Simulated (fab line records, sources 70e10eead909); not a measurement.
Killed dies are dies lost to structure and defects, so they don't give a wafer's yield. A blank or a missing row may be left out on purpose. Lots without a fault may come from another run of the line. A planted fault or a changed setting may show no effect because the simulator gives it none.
Which tool did it? | flow nand_harc | 12 lots, 36 wafers sampled, at 5 steps of a route of 1302

WHAT THE GAUGES READ, wafer by wafer
NHARC_END_SORT_01.
lot  | measured     | on        | killed_at_array | killed_at_other | killed_at_periphery | killed_dies | killed_open | killed_short
L689 | day 29 22:08 | prober-01 | 660 674 673     | 8 1 3           | 9 2 1               | 677 677 677 | 4 1 3       | 2 0 1
L690 | day 30 10:13 | prober-02 | 673 672 676     | 1 1 0           | 3 4 1               | 677 677 677 | 3 5 8       | 1 3 0
L691 | day 30 15:40 | prober-02 | 675 676 674     | 0 0 0           | 2 1 3               | 677 677 677 | 3 3 7       | 1 3 3

WHICH TOOL RAN EACH LOT (tool, then ch and the chambers of the sampled wafers, then the start)
lot  | NHARC_A_STAIRCASE_ETCH_25                     | NHARC_A_STAIRCASE_ETCH_188                    | NHARC_A_STAIRCASE_TRIM_198         | NHARC_A_STAIRCASE_ETCH_199
L678 | rie_diel-07 ch 0,2,3, day 16 10:27 or earlier | rie_diel-04 ch 0,1,2, day 16 10:27 or earlier | rie_diel-01 ch 0,1,3, day 16 10:27 | rie_diel-01 ch 0,3, no start
L681 | rie_diel-07 ch 0,2,3, day 18 12:11 or earlier | rie_diel-01 ch 0,1,2, day 18 12:11 or earlier | rie_diel-01 ch 0,1,2, day 18 12:11 | rie_diel-01 ch 0,1,3, no start
L684 | rie_diel-01 ch 0,1,3, day 19 11:47 or earlier | rie_diel-07 ch 0,2,3, day 19 11:47 or earlier | rie_diel-01 ch 0,1,2, day 19 11:47 | rie_diel-01 ch 0,1,2, no start
L688 | rie_diel-01 ch 1,2,3, day 20 11:02 or earlier | rie_diel-04 ch 1,2,3, day 20 11:02 or earlier | rie_diel-07 ch 0,1,3, day 20 11:02 | rie_diel-07 ch 0,1, no start
L687 | rie_diel-04 ch 0,1, day 20 11:53 or earlier   | rie_diel-01 ch 0,2, day 20 11:53 or earlier   | rie_diel-07 ch 0,2,3, day 20 11:53 | rie_diel-07 ch 0,1,2, no start
L686 | rie_diel-04 ch 0,1,2, day 20 16:07 or earlier | rie_diel-07 ch 0,1,3, day 20 16:07 or earlier | rie_diel-04 ch 1,3, day 20 16:07   | rie_diel-04 ch 0,3, no start
L689 | rie_diel-01 ch 1,2, day 20 23:21 or earlier   | rie_diel-04 ch 0,1,3, day 20 23:21 or earlier | rie_diel-04 ch 0,2, day 20 23:21   | rie_diel-04 ch 0,1,2, day 29 22:08 or earlier
L690 | rie_diel-01 ch 0,3, day 21 21:40 or earlier   | rie_diel-04 ch 1,2,3, day 21 21:40 or earlier | rie_diel-07 ch 0,2,3, day 21 21:40 | rie_diel-07 ch 0,3, day 30 10:13 or earlier
L691 | rie_diel-04 ch 0,2,3, day 22 11:56 or earlier | rie_diel-07 ch 0,1,2, day 22 11:56 or earlier | rie_diel-07 ch 1,2,3, day 22 11:56 | rie_diel-07 ch 0,1,2, day 30 15:40 or earlier
L692 | rie_diel-01 ch 1,2,3, day 22 12:43 or earlier | rie_diel-01 ch 0,1,3, day 22 12:43 or earlier | rie_diel-04 ch 0,1, day 22 12:43   | rie_diel-04 ch 0,1, no start
L698 | rie_diel-04 ch 0,2, day 25 09:02 or earlier   | rie_diel-04 ch 0,1, day 25 09:02 or earlier   | rie_diel-01 ch 0,1, day 25 09:02   | rie_diel-01 ch 0,1, no start
L699 | rie_diel-04 ch 1,3, day 25 09:24 or earlier   | rie_diel-01 ch 1,3, day 25 09:24 or earlier   | rie_diel-04 ch 1,2, day 25 09:24   | rie_diel-04 ch 0,1, no start
- NHARC_A_STAIRCASE_ETCH_25: etches the open film in C4F8/O2, target depth 100 nm, time 40.5 s.
- NHARC_A_STAIRCASE_ETCH_188: etches the open film in C4F8/O2, target depth 100 nm, time 40.5 s.
- NHARC_A_STAIRCASE_TRIM_198: chemistry O2, time 211.2 s.
- NHARC_A_STAIRCASE_ETCH_199: etches the open film in C4F8/O2, target depth 100 nm, time 40.5 s.

WHAT THE TOOLS THEMSELVES READ (means of the sampled wafers that have a number; where no wafer has one, the mark that the record gives instead)
NHARC_A_STAIRCASE_ETCH_25.
lot  | tool        | oes_product_au (a.u.) | rf_fwd_power_W (W) | rf_vpp_V (V)
L678 | rie_diel-07 | 0.946                 | 589.6              | 898
L681 | rie_diel-07 | 0.937                 | 592.1              | 898
L684 | rie_diel-01 | 0.957                 | 592.5              | 892
L688 | rie_diel-01 | 0.953                 | 593.8              | 892
L687 | rie_diel-04 | 0.950                 | 594.9              | 902
L686 | rie_diel-04 | 0.945                 | 593.6              | 901
L689 | rie_diel-01 | 0.934                 | 595.0              | 893
L690 | rie_diel-01 | 0.956                 | 593.5              | 895
L691 | rie_diel-04 | 0.936                 | 592.3              | 898
L692 | rie_diel-01 | 0.945                 | 595.5              | 892
L698 | rie_diel-04 | 0.934                 | 595.1              | 900
L699 | rie_diel-04 | 0.947                 | 592.4              | 900

NHARC_A_STAIRCASE_ETCH_188.
lot  | tool        | oes_product_au (a.u.) | rf_fwd_power_W (W) | rf_vpp_V (V)
L678 | rie_diel-04 | 0.945                 | 593.4              | 902
L681 | rie_diel-01 | 0.933                 | 593.4              | 892
L684 | rie_diel-07 | 0.959                 | 589.2              | 897
L688 | rie_diel-04 | 0.943                 | 593.5              | 899
L687 | rie_diel-01 | 0.925                 | 593.1              | 894
L686 | rie_diel-07 | 0.936                 | 591.0              | 903
L689 | rie_diel-04 | 0.952                 | 592.5              | 900
L690 | rie_diel-04 | 0.954                 | 593.0              | 899
L691 | rie_diel-07 | 0.958                 | 592.0              | 898
L692 | rie_diel-01 | 0.935                 | 592.6              | 891
L698 | rie_diel-04 | 0.928                 | 596.6              | 903
L699 | rie_diel-01 | 0.936                 | 594.5              | 902

NHARC_A_STAIRCASE_TRIM_198.
lot  | tool        | chamber_pressure_mTorr (mTorr) | drypump_motor_current_A (A) | o2_flow_sccm (sccm) | oes_product_au (a.u.) | rf_vpp_V (V) | showerhead_plenum_p_Torr (Torr) | throttle_valve_pct (%)
L678 | rie_diel-01 | 60.00                          | 6.1                         | 500.3               | 1.004                 | 57.5         | 3.42                            | 17.050
L681 | rie_diel-01 | 60.00                          | 5.9                         | 500.5               | 1.010                 | 57.1         | 3.41                            | 17.025
L684 | rie_diel-01 | 60.01                          | 5.9                         | 501.8               | 1.013                 | 57.5         | 3.41                            | 17.036
L688 | rie_diel-07 | 59.93                          | 5.5                         | 499.8               | 0.998                 | 58.1         | 3.70                            | 17.039
L687 | rie_diel-07 | 59.97                          | 5.3                         | 500.5               | 1.000                 | 57.1         | 3.58                            | 17.038
L686 | rie_diel-04 | 59.99                          | 5.6                         | 500.3               | 0.995                 | 58.8         | 3.61                            | 17.042
L689 | rie_diel-04 | -                              | -                           | -                   | -                     | -            | -                               | -
L690 | rie_diel-07 | -                              | -                           | -                   | -                     | -            | -                               | -
L691 | rie_diel-07 | -                              | -                           | -                   | -                     | -            | -                               | -
L692 | rie_diel-04 | 60.02                          | 5.6                         | 501.6               | 1.009                 | 58.0         | 3.69                            | 17.036
L698 | rie_diel-01 | 59.99                          | 5.9                         | 498.7               | 1.009                 | 58.3         | 3.53                            | 17.044
L699 | rie_diel-04 | 59.99                          | 5.6                         | 499.1               | 0.988                 | 58.1         | 3.58                            | 17.036

NHARC_A_STAIRCASE_ETCH_199.
lot  | tool        | oes_product_au (a.u.) | rf_fwd_power_W (W) | rf_vpp_V (V)
L678 | rie_diel-01 | 0.968                 | 592.6              | 894
L681 | rie_diel-01 | 0.954                 | 592.8              | 892
L684 | rie_diel-01 | 0.948                 | 590.6              | 891
L688 | rie_diel-07 | 0.961                 | 594.8              | 901
L687 | rie_diel-07 | 0.959                 | 592.6              | 898
L686 | rie_diel-04 | 0.939                 | 593.0              | 899
L689 | rie_diel-04 | 0.943                 | 594.6              | 901
L690 | rie_diel-07 | 0.953                 | 590.9              | 901
L691 | rie_diel-07 | 0.958                 | 592.7              | 898
L692 | rie_diel-04 | 0.968                 | 591.4              | 904
L698 | rie_diel-01 | 0.946                 | 593.7              | 896
L699 | rie_diel-04 | 0.953                 | 593.4              | 902

THE ANSWER, worked out from the rows above alone
Rule: what is usual is taken from the lots themselves. Put in order of their means at a reading, lots are off if they are a third of the lots or fewer, leave a main group of 4 or more, and stand apart from it by a gap of 3 or more times the standard deviation of the main group's means; of several such gaps the widest counts. A main group whose means are all the same, to the digits that the tables above print for the reading, isn't used. A lot without any number at a reading at which 4 lots or more have one is off too. The other lots that the step has rows for count as sound. The gauges are gone through in route order, then the tools' own readings, and for those a lot's mean is taken as printed above. The first step at which some lot is off is used, and at that step the reading that is off furthest; a lot without a number counts as furthest.
Off: L689, L690, L691, at NHARC_A_STAIRCASE_TRIM_198 (chamber_pressure_mTorr). Without a number there: L689, L690, L691. The main group: mean 59.99 mTorr, standard deviation 0.025.
A tool fits if, at that step or a process step before it, it ran every lot that is off, and no sound lot after the first of them. NHARC_A_STAIRCASE_ETCH_25 gives no start for some lots, so the hours and the order of its lots are those of NHARC_A_STAIRCASE_TRIM_198. NHARC_A_STAIRCASE_ETCH_188 gives no start for some lots, so the hours and the order of its lots are those of NHARC_A_STAIRCASE_TRIM_198. None of those tried fits.

WHAT THE SIMULATOR HAD PUT IN
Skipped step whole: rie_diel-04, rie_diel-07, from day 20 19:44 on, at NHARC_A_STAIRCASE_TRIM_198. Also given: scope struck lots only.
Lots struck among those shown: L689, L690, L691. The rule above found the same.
